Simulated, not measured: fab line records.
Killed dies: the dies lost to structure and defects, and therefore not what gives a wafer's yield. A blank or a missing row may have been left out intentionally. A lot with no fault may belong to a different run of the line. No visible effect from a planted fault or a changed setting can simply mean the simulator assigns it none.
fab line records	flow n5_finfet
record lots=7	wafers=39
route steps=1938 shown HKMG_FIN@402 GATE_CUT@500 MOL_CONTACT_COAG@586
start_h: the number of hours between the record's first day and the start of the first shown wafer of the lot	wait_h: hours from the lot's prior step to this one	" the same as in the row above	L1.1+2: a row that stands for several wafers	- no value, or no start was given	* or withheld: withheld	< > ~ a bound
route shown NAME@n: names a module that has steps shown in the file, with the first one's number in the route	usual: mean/standard deviation of fault-free wafers	same: alike in all rows	chamber/n: place in a boat	sites: each site's reading	_std_site: standard deviation across them	_edge_site: outer sites' mean less inner sites'	radius_mm: for every site, how far away it sits from the centre of the wafer	mask NAME#n: copy n	behind: the tool/chamber that last shaped the wafer	hold: what put the lot on hold/how long, in hours/how the hold closed	device: which transistor (n, p or np) failed to switch	end of line: the route-end tests of the same wafers	a step given without rows: its recipe and nothing more	killed: at the first sort, the dies lost to defects and structure; wafer yield is something else	map: a wafer's dies, marking killed ones x, the rest . and places with no die _
set.NAME: the setting that was run; set.NAME@STEP: the one run at that earlier step	model.NAME: the simulator's own value behind a step, which no gauge read
lots run with intentionally changed settings; tables by step, rows by wafer
## steps
# step N5_HKMG_FIN_ETCH_54
# recipe chemistry=CF4	target=SiARC	target_depth_a=455	mask_material=CAR-ArF	time_s=75.8	ion_energy_ev=80	pressure_mtorr=40	source_w=545	bias_w=36	Ar_flow_sccm=100	cf4_flow_sccm=100	ends=cleared
# usual etch_rf_on_time_s=75.5/1.9	rf_vpp_V=184.2/1.1
lot.wafer	tool	chamber	start_h	wait_h	set.source_w	etch_rf_on_time_s	rf_vpp_V
L079.1	rie_diel-03	2	103.34	0.0	455.6	87.0	194.1
L079.2	"	1	"	"	545	73.7	182.2
L079.3	"	3	"	"	455.6	88.8	197.2
L079.4	"	0	"	"	455.6	90.3	193.6
L079.5	"	3	"	"	545	76.4	185.4
L079.6	"	2	"	"	545	75.0	185.0
L087.1	rie_diel-05	1	151.99	0.0	545	75.2	185.4
L087.2	"	2	"	"	447.7	92.6	197.7
L087.3	"	0	"	"	545	77.9	184.9
L087.4	"	3	"	"	545	74.8	184.2
L087.5	"	3	"	"	447.7	89.6	196.7
L087.6	"	0	"	"	447.7	92.6	198.3
L088.1	rie_diel-03	2	155.13	0.0	545	75.0	182.3
L088.2	"	0	"	"	545	77.5	182.6
L088.3	"	1	"	"	545	73.1	183.0
L088.4	"	3	"	"	545	75.4	185.8
L088.5	"	2	"	"	545	74.1	183.5
L088.6	"	3	"	"	545	75.6	184.6
L089.1	rie_diel-05	1	162.04	0.0	545	76.5	185.1
L089.4	"	0	"	"	545	78.2	184.2
L089.6	"	3	"	"	545	75.5	184.8
L092.1	rie_diel-03	1	182.67	0.0	577	69.1	180.4
L092.2	"	0	"	"	577	72.3	181.2
L092.3	"	3	"	"	545	74.8	186.0
L092.4	"	2	"	"	545	73.1	184.5
L092.5	"	2	"	"	577	69.3	180.1
L092.6	"	3	"	"	545	74.5	184.5
L094.1	rie_diel-03	1	196.86	0.0	545	72.4	182.5
L094.2	"	2	"	"	482.1	81.1	191.6
L094.3	"	3	"	"	482.1	83.5	193.5
L094.4	"	2	"	"	545	73.4	183.9
L094.5	"	1	"	"	482.1	81.2	191.6
L094.6	"	3	"	"	545	75.5	184.1
L096.1	rie_diel-05	2	202.96	0.0	498.1	85.7	190.0
L096.2	"	1	"	"	545	76.7	185.5
L096.3	"	3	"	"	498.1	82.1	190.6
L096.4	"	0	"	"	545	77.1	185.8
L096.5	"	1	"	"	545	76.4	184.1
L096.6	"	0	"	"	498.1	84.2	191.7
# step N5_HKMG_FIN_ETCH_35
# recipe chemistry=N2/H2	target=SOC	target_depth_a=2158	ion_energy_ev=65	bias_w=5	source_w=3000	time_s=243.4	pressure_mtorr=30	n2_flow_sccm=200	h2_flow_sccm=200
lot.wafer	tool	chamber	start_h	wait_h	set.time_s	model.etch.depth_nm	model.HKMG_FIN.feature_depth_nm	model.SOC_of_HKMG_FIN_COAT_29.thk_nm
L079.1	rie_diel-01	0	106.88	0.0	243.4	223.2	223.2	76.2
L079.2	"	2	"	"	243.4	213.6	213.6	86.6
L079.3	"	3	"	"	209	186.6	186.6	113
L079.4	"	0	"	"	243.4	224	224	76
L079.5	"	2	"	"	209	183.4	183.4	115.2
L079.6	"	3	"	"	209	186.8	186.8	113
L087.1	rie_diel-03	0	156.18	0.0	243.4	211	211	89
L087.2	"	2	"	"	243.4	221.9	222	78.2
L087.3	"	3	"	"	187.4	166.3	166.2	134.2
L087.4	"	1	"	"	187.4	170.8	170.8	130.6
L087.5	"	0	"	"	187.4	161.9	161.8	138.6
L087.6	"	1	"	"	243.4	223.3	223.2	77
L088.1	rie_diel-05	3	159.03	0.0	243.4	218.2	218.2	82.4
L088.2	"	2	"	"	243.4	206.1	206.2	94.6
L088.3	"	1	"	"	243.4	214.6	214.6	85
L088.4	"	0	"	"	243.4	209.6	209.6	90.6
L088.5	"	0	"	"	243.4	212.8	212.8	88
L088.6	"	1	"	"	243.4	216.7	216.8	84.2
L089.1	rie_diel-03	2	165.74	0.0	243.4	221.8	221.8	77.8
L089.4	"	1	"	"	243.4	221.1	221.2	78
L089.6	"	1	"	"	243.4	221.5	221.4	78.2
L092.1	rie_diel-05	0	186.38	0.0	193.2	168.4	168.4	131.8
L092.2	"	1	"	"	243.4	215.8	215.8	83.4
L092.3	"	3	"	"	243.4	218.2	218.2	81.4
L092.4	"	2	"	"	193.2	165.5	165.4	133.2
L092.5	"	1	"	"	243.4	214.4	214.4	85.2
L092.6	"	0	"	"	193.2	167.2	167.2	132.6
L094.1	rie_diel-03	2	200.38	0.0	301.3	274.6	274.6	26.2
L094.2	"	1	"	"	243.4	223.2	223.2	77.6
L094.3	"	3	"	"	301.3	267.3	267.4	32.6
L094.4	"	3	"	"	243.4	217.1	217.2	83.8
L094.5	"	2	"	"	301.3	273.6	273.6	27
L094.6	"	1	"	"	243.4	222.5	222.4	77.8
L096.1	rie_diel-05	0	206.75	0.0	210.5	185.1	185.2	115.8
L096.2	"	1	"	"	243.4	215.4	215.4	85.2
L096.3	"	3	"	"	210.5	189.2	189.2	111
L096.4	"	2	"	"	210.5	179.7	179.8	120.4
L096.5	"	3	"	"	243.4	218.4	218.4	83
L096.6	"	0	"	"	243.4	213.9	213.8	86.6
# step N5_GATE_CUT_CUT_ETCH_53
# recipe chemistry=SF6/Cl2	target=W	mask_material=SiO2	target_depth_a=792	pressure_mtorr=8	icp_w=900	bias_w=80	SF6_flow_sccm=40	Cl2_flow_sccm=60	ends=cleared
# usual etch_rf_on_time_s=26.2/0.41
lot.wafer	tool	chamber	start_h	wait_h	set.icp_w	etch_rf_on_time_s
L079.1	rie_metal-02	0	115.37	0.1	900	26.2
L079.2	"	1	"	"	900	25.5
L079.3	"	1	"	"	900	25.4
L079.4	"	0	"	"	900	26.3
L079.5	"	1	"	"	900	25.5
L079.6	"	0	"	"	900	26.3
L087.1	rie_metal-02	1	164.87	0.1	900	25.4
L087.2	"	0	"	"	900	26.3
L087.3	"	0	"	"	900	26.3
L087.4	"	1	"	"	900	25.7
L087.5	"	0	"	"	900	26.2
L087.6	"	1	"	"	900	25.6
L088.1	rie_metal-02	0	167.20	0.1	900	26.4
L088.2	"	1	"	"	900	26.0
L088.3	"	0	"	"	900	26.5
L088.4	"	1	"	"	900	25.9
L088.5	"	0	"	"	900	26.5
L088.6	"	1	"	"	900	25.9
L089.1	rie_metal-01	1	174.47	0.1	900	25.8
L089.4	"	1	"	"	900	26.2
L089.6	"	1	"	"	900	26.0
L092.1	rie_metal-02	1	194.75	0.1	900	25.9
L092.2	"	0	"	"	803.6	29.3
L092.3	"	1	"	"	803.6	28.5
L092.4	"	0	"	"	900	26.6
L092.5	"	1	"	"	900	26.0
L092.6	"	0	"	"	803.6	29.8
L094.1	rie_metal-02	0	209.36	0.1	900	26.4
L094.2	"	0	"	"	900	26.5
L094.3	"	0	"	"	900	26.4
L094.4	"	0	"	"	900	26.5
L094.5	"	0	"	"	900	26.4
L094.6	"	0	"	"	900	26.3
L096.1	rie_metal-01	1	215.49	0.1	900	25.9
L096.2	"	1	"	"	900	26.0
L096.3	"	1	"	"	772.6	29.6
L096.4	"	1	"	"	900	25.7
L096.5	"	1	"	"	772.6	29.4
L096.6	"	1	"	"	772.6	29.3
# step N5_MOL_CONTACT_COAG_VIA_ETCH_46
# recipe chemistry=C4F6/O2	target_depth_a=460	overetch_a=92	mask_material=SOC	target=SiO2	bias_w=455	pressure_mtorr=10	time_s=40	source_w=325	Ar_flow_sccm=300	C4F6_flow_sccm=10	O2_flow_sccm=10	ion_energy_ev=575.3	ends=end_point
# usual rf_vpp_V=1600/21
lot.wafer	tool	chamber	start_h	wait_h	set.bias_w	rf_vpp_V
L079.1	rie_diel-01	2	130.25	0.0	520	1755
L079.2	"	1	"	"	520	1748
L079.3	"	3	"	"	455	1619
L079.4	"	0	"	"	455	1599
L079.5	"	1	"	"	520	1749
L079.6	"	0	"	"	455	1599
L087.1	rie_diel-05	3	179.00	0.0	455	1556
L087.2	"	2	"	"	455	1589
L087.3	"	0	"	"	455	1613
L087.4	"	1	"	"	455	1583
L087.5	"	1	"	"	455	1583
L087.6	"	0	"	"	455	1615
L088.1	rie_diel-05	3	181.24	0.0	455	1555
L088.2	"	1	"	"	429.8	1517
L088.3	"	0	"	"	455	1613
L088.4	"	2	"	"	429.8	1525
L088.5	"	0	"	"	429.8	1545
L088.6	"	3	"	"	455	1556
L089.1	rie_diel-03	1	190.93	0.0	455	1628
L089.4	"	2	"	"	455	1635
L089.6	"	3	"	"	455	1613
L092.1	rie_diel-01	3	209.95	0.0	455	1617
L092.2	"	1	"	"	455	1584
L092.3	"	2	"	"	455	1589
L092.4	"	0	"	"	455	1599
L092.5	"	3	"	"	455	1618
L092.6	"	2	"	"	455	1587
L094.1	rie_diel-05	0	222.58	0.0	455	1614
L094.2	"	3	"	"	455	1555
L094.3	"	2	"	"	455	1590
L094.4	"	1	"	"	455	1582
L094.5	"	0	"	"	455	1613
L094.6	"	1	"	"	455	1581
L096.1	rie_diel-03	2	229.40	0.0	497.1	1744
L096.2	"	1	"	"	455	1627
L096.3	"	3	"	"	455	1612
L096.4	"	0	"	"	497.1	1703
L096.5	"	2	"	"	455	1634
L096.6	"	3	"	"	497.1	1719
# step N5_MOL_CONTACT_COAG_ETCHBACK_136
# recipe chemistry=CHF3	target=SiO2	target_depth_a=250	time_s=16.7	ion_energy_ev=200	pressure_mtorr=30	source_w=610	bias_w=170	Ar_flow_sccm=200	CHF3_flow_sccm=50
lot.wafer	tool	chamber	start_h	wait_h	set.target_depth_a
L079.1+2+6	rie_diel-05	2,1,2	132.11	0.0	250
L079.3+4+5	"	3,3,1	"	"	267.9
L087.1+4+6	rie_diel-03	1,0,1	180.52	0.0	225.9
L087.2+3+5	"	2,3,0	"	"	250
L088.1+4+5	rie_diel-01	2,3,3	182.49	0.0	250
L088.2+3+6	"	0,1,0	"	"	284.6
L089.1+4+6	rie_diel-03	2,1,3	193.53	0.0	250
L092.1+2+4	rie_diel-03	1,3,3	211.17	0.0	250
L092.3+5+6	"	2,1,2	"	"	221.4
L094.1+3+4	rie_diel-01	0,1,3	223.79	0.0	250
L094.2+5+6	"	2,1,2	"	"	240.2
L096.1+3+5	rie_diel-05	1,0,1	230.65	0.0	227.2
L096.2+4+6	"	2,3,2	"	"	250
# step N5_MOL_CONTACT_COAG_STRIP_120
# recipe chemistry=CHF3	resist=SiARC	rf_frequency_hz=6e+07
# step N5_MOL_CONTACT_COAG_VIA_ETCH_117
# recipe chemistry=C4F6/O2	target_depth_a=400	overetch_a=80	mask_material=SOC	target=SiO2	bias_w=455	pressure_mtorr=10	time_s=26	source_w=325	Ar_flow_sccm=300	C4F6_flow_sccm=10	O2_flow_sccm=10	ion_energy_ev=575.3	ends=end_point
lot.wafer	tool	chamber	start_h	wait_h	set.target_depth_a@MOL_CONTACT_COAG_ETCHBACK_136	model.etch.depth_nm	model.MOL_CONTACT_COAG.feature_depth_nm
L079.1	rie_diel-05	2	132.14	0.0	250	40.66	40.6
L079.2	"	1	"	"	250	39.97	40
L079.3	"	3	"	"	267.9	38.02	38
L079.4	"	3	"	"	267.9	38.16	38.2
L079.5	"	1	"	"	267.9	38.24	38.2
L079.6	"	2	"	"	250	40.78	40.8
L087.1	rie_diel-03	1	180.56	0.0	225.9	41.84	41.8
L087.2	"	2	"	"	250	39.18	39.2
L087.3	"	3	"	"	250	39.84	39.8
L087.4	"	0	"	"	225.9	42.53	42.6
L087.5	"	0	"	"	250	40.27	40.2
L087.6	"	1	"	"	225.9	41.81	41.8
L088.1	rie_diel-01	2	182.52	0.0	250	40.13	40.2
L088.2	"	0	"	"	284.6	35.96	36
L088.3	"	1	"	"	284.6	35.81	35.8
L088.4	"	3	"	"	250	39.6	39.6
L088.5	"	3	"	"	250	39.76	39.8
L088.6	"	0	"	"	284.6	36.03	36
L089.1	rie_diel-03	2	193.57	0.0	250	39.4	39.4
L089.4	"	1	"	"	250	39.56	39.6
L089.6	"	3	"	"	250	40.22	40.2
L092.1	rie_diel-03	1	211.21	0.0	250	39.4	39.4
L092.2	"	3	"	"	250	39.96	40
L092.3	"	2	"	"	221.4	42.05	42
L092.4	"	3	"	"	250	39.86	39.8
L092.5	"	1	"	"	221.4	42.15	42.2
L092.6	"	2	"	"	221.4	42.29	42.2
L094.1	rie_diel-01	0	223.82	0.0	250	39.79	39.8
L094.2	"	2	"	"	240.2	41.04	41
L094.3	"	1	"	"	250	39.2	39.2
L094.4	"	3	"	"	250	39.54	39.6
L094.5	"	1	"	"	240.2	39.97	40
L094.6	"	2	"	"	240.2	41.19	41.2
L096.1	rie_diel-05	1	230.68	0.0	227.2	42.22	42.2
L096.2	"	2	"	"	250	40.55	40.6
L096.3	"	0	"	"	227.2	42.58	42.6
L096.4	"	3	"	"	250	39.91	40
L096.5	"	1	"	"	227.2	41.85	41.8
L096.6	"	2	"	"	250	40.53	40.6
## key
split step=N5_HKMG_FIN_ETCH_54	setting=source_w	stated=545	by=wafer
response step=N5_HKMG_FIN_ETCH_54	reading=etch_rf_on_time_s	change=*	per=1%	r=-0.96
response step=N5_HKMG_FIN_ETCH_54	reading=rf_vpp_V	change=-0.698	per=1%	r=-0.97
split step=N5_HKMG_FIN_ETCH_35	setting=time_s	stated=243.4	by=wafer
response step=N5_HKMG_FIN_ETCH_35	reading=model.etch.depth_nm	change=+2.28	per=1%	r=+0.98
response step=N5_HKMG_FIN_ETCH_35	reading=model.HKMG_FIN.feature_depth_nm	change=+2.28	per=1%	r=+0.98
response step=N5_HKMG_FIN_ETCH_35	reading=model.SOC_of_HKMG_FIN_COAT_29.thk_nm	change=-2.29	per=1%	r=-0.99
split step=N5_GATE_CUT_CUT_ETCH_53	setting=icp_w	stated=900	by=wafer
response step=N5_GATE_CUT_CUT_ETCH_53	reading=etch_rf_on_time_s	change=*	per=1%	r=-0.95
split step=N5_MOL_CONTACT_COAG_VIA_ETCH_46	setting=bias_w	stated=455	by=wafer
response step=N5_MOL_CONTACT_COAG_VIA_ETCH_46	reading=rf_vpp_V	change=+10.1	per=1%	r=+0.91
split step=N5_MOL_CONTACT_COAG_ETCHBACK_136	setting=target_depth_a	stated=250	by=wafer
response step=N5_MOL_CONTACT_COAG_VIA_ETCH_117	reading=model.etch.depth_nm	change=-0.252	per=1%	r=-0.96
response step=N5_MOL_CONTACT_COAG_VIA_ETCH_117	reading=model.MOL_CONTACT_COAG.feature_depth_nm	change=-0.252	per=1%	r=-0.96
